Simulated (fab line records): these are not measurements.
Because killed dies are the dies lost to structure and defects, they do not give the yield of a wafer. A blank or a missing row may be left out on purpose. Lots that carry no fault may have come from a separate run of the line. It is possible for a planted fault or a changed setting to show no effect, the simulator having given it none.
Struck lot and sound lot, side by side :: flow n5_finfet :: 18 out of 1938 route steps
Sound: these wafers, L773.1, L773.2, L773.3. Wafers struck: L778.2, L778.5, L778.6. The cause comes at the end.
Order at every step that has rows: each side's tool, ch and its chambers, its first start. Under that, the readings that differ: sound wafers :: struck wafers :: difference of the means :: sigmas: that difference in standard deviations of wafers without a fault.
alike: same words and numbers on both sides, and readings whose means sit less than 2 such deviations apart. not compared: any withheld reading, any reading some wafer has no value for, any bound like >300 that may hide the same value, and any number with overlapping values for which the record gives no deviation.
Wherever a step has rows on one side only, a row that says differs or no value, or a row with sigmas, the two part there. Numbers that don't overlap but have no deviation are shown without sigmas and don't part them. A reading missing from all wafers of one side parts the sides only when that side holds two or more wafers.

first, 6 steps without rows for these wafers: N5_BEOL_M8_COAT_22 (resist thk 30 nm); N5_BEOL_M8_EBR_24; N5_BEOL_M8_SOFTBAKE_23 (time 60 s); N5_BEOL_M8_EXPOSE_25 (exposes mask V7, target cd 40 nm); N5_BEOL_M8_PEB_26 (peb time 60 s); N5_BEOL_M8_DEVELOP_27 (develop time 30 s).
N5_BEOL_M8_CD_MEAS_28 targets a cd of 40 nm.
  sound on cd_sem-01 ch 0, day 12 02:24; struck on cd_sem-01 ch 0, day 13 11:49
  alike: cd_nm
N5_BEOL_M8_OVL_MEAS_29:
  sound on overlay-01 ch 0, day 12 02:26; struck on overlay-02 ch 0, day 13 11:51
  alike: V7_OVL
N5_BEOL_M8_INSPECT_30: inspects for defects (brightfield).
  sound on defect_inspect-01, day 12 02:29; struck on defect_inspect-02, day 13 11:55
reading: raw_defect_count
sound: 627 458 525
struck: 312 294 338
difference: -222
sigmas: -2
N5_BEOL_M8_DESCUM_33: chemistry O2, time 7 s.
  sound on rie_diel-06 ch 0,1,2, day 12 02:39; struck on rie_diel-05 ch 1,2, day 13 11:56
  alike: drypump_motor_current_A, oes_product_au, rf_vpp_V, showerhead_plenum_p_Torr, throttle_valve_pct
  not compared: rf_hours_counter_h
N5_BEOL_M8_ETCH_72: etches underlayer in N2/H2, target depth 6.5 nm, time 5.2 s.
  sound on rie_diel-06 ch 0,1,2, day 12 02:41; struck on rie_diel-05 ch 1,2, day 13 11:59
  alike: bias_w, drypump_motor_current_A, etch_rf_on_time_s, oes_product_au, rf_fwd_power_W, rf_vpp_V, showerhead_plenum_p_Torr, throttle_valve_pct
  not compared: rf_hours_counter_h
N5_BEOL_M8_ETCH_65: etches SiARC in CF4, target depth 15.6 nm, time 26 s.
  sound on rie_diel-06 ch 0,1,2, day 12 02:43; struck on rie_diel-05 ch 1,2, day 13 11:59
  alike: bias_w, drypump_motor_current_A, etch_rf_on_time_s, oes_product_au, rf_fwd_power_W, rf_vpp_V, showerhead_plenum_p_Torr, throttle_valve_pct
  not compared: rf_hours_counter_h
N5_BEOL_M8_ETCH_66: etches SOC in N2/H2, target depth 80 nm, overetch 16 nm, time 120 s.
  sound on rie_diel-06 ch 0,1,2, day 12 02:44; struck on rie_diel-05 ch 1,2, day 13 12:01
reading: rf_fwd_power_W (W)
sound: 840.0 838.6 832.9
struck: 635.3 634.1 634.0
difference: -202.7
sigmas: -75

reading: rf_vpp_V (V)
sound: 524.2 529.1 522.1
struck: 578.8 572.5 578.6
difference: +51.5
sigmas: +20

reading: model.SiARC_of_BEOL_M8_COAT_64.thk_nm (nm)
sound: 6.6 6.2 6.4
struck: 7.6 7.2 7.4
difference: +1.0
sigmas: 
  alike: bias_w, drypump_motor_current_A, oes_product_au, showerhead_plenum_p_Torr, throttle_valve_pct
  not compared: rf_hours_counter_h, model.BEOL_M8.cd_nm
then, 2 steps without rows for these wafers: N5_BEOL_M8_STRIP_69 (strips in N2/H2); N5_BEOL_M8_STRIP_73 (strips in N2/H2).
N5_BEOL_M8_VIA_ETCH_34: etches SiCOH lowk in C4F6/O2, target depth 125.5 nm, time 50.5 s.
  sound on rie_diel-06 ch 0,1,2, day 12 02:50; struck on rie_diel-05 ch 1,2, day 13 12:07
  alike: O2_flow_sccm, bias_w, drypump_motor_current_A, oes_product_au, rf_fwd_power_W, rf_vpp_V, showerhead_plenum_p_Torr, throttle_valve_pct
  not compared: rf_hours_counter_h, model.BEOL_M8.cd_nm
then, 1 step without rows for these wafers: N5_BEOL_M8_STRIP_76 (strips in C4F6/O2).
N5_PASSIVATION_PROBE_49:
  the record has rows for the sound wafers here (prober-01, day 14 23:17) and none for the struck ones

== WHERE THEY PART ==
At N5_BEOL_M8_INSPECT_30 first; at N5_PASSIVATION_PROBE_49 last (within this record only).

WHY: what had been put in by the simulator
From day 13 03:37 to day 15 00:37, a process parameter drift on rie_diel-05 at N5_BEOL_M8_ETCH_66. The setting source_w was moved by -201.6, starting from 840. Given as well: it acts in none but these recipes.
